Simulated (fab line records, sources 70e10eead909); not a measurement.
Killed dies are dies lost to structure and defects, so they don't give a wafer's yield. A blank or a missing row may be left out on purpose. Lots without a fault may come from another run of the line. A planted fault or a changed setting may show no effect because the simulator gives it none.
One fault seen from 2 desks | flow nand_harc | each desk has only its own numbers; what lay behind them comes last

THE METROLOGY DESK
What the gauges read, lot by lot, whatever tool the lot ran on: means of the sampled wafers that have a number. A lot is out of limits, marked OUT, if its mean lies more than 4 standard deviations from the usual mean; the brackets give that distance.
Columns: A = thk_nm at NHARC_P_M2_THK_MEAS_24, usual 144.5 nm
lot  | first seen here | A
L936 | day 6 05:48     | 144.6
L937 | day 6 07:01     | 145.5
L939 | day 6 22:31     | 143.6
L938 | day 6 23:13     | 146.4
L940 | day 7 00:35     | 142.0
L942 | day 7 11:59     | 145.3
L941 | day 7 12:05     | 142.6
L949 | day 9 19:43     | 145.7
L951 | day 9 21:16     | 143.8
L950 | day 10 02:25    | 144.1
L956 | day 11 08:56    | 143.6
L958 | day 11 15:12    | 143.9
This desk's finding: nothing out of limits on any of the 12 lots.

THE TOOL OWNER'S DESK: rie_diel-05
The tool's own readings at NHARC_P_M2_ETCH_15 (etches the open film in C4F8/Ar, target depth 182.5 nm, time 91.2 s): means of the sampled wafers that have a number, for each lot that ran on this tool. A lot is out of limits, marked OUT, if its mean lies more than 4 standard deviations from the usual mean; the brackets give that distance.
Columns: A = oes_product_au at NHARC_P_M2_ETCH_15, usual 0.944 a.u.; B = rf_vpp_V at NHARC_P_M2_ETCH_15, usual 441.6 V; C = run_length_s at NHARC_P_M2_ETCH_15, usual 112.6 s
lot  | first seen here | A     | B     | C
L939 | day 6 20:12     | 0.972 | 440.0 | 112.7
L942 | day 7 09:41     | 0.926 | 440.1 | 112.7
L949 | day 9 17:27     | 0.966 | 441.9 | 104.9 (-20) OUT
L951 | day 9 18:59     | 0.974 | 442.6 | 105.5 (-19) OUT
L950 | day 10 00:09    | 0.970 | 441.4 | 104.8 (-21) OUT
This desk's finding: out of limits on L949, L950, L951; first on L949, day 9 17:27 (run_length_s at NHARC_P_M2_ETCH_15). In limits: L939, L942.

PUT TOGETHER
The tool owner's desk could have raised an alarm at day 9 17:27, on L949, L950, L951.
The metrology desk saw nothing out of limits.
The metrology desk has L949, L950, L951 on record, within its limits.
Of the lots named, all ran NHARC_P_M2_ETCH_15 on rie_diel-05.

WHAT THE SIMULATOR HAD PUT IN
Process parameter drift: rie_diel-05, from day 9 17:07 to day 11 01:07, at NHARC_P_M2_ETCH_15. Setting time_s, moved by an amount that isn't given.
Lots struck among those shown: L949, L950, L951.
Hours from the fault's start to each desk's first reading out of limits: the tool owner's desk, 0.
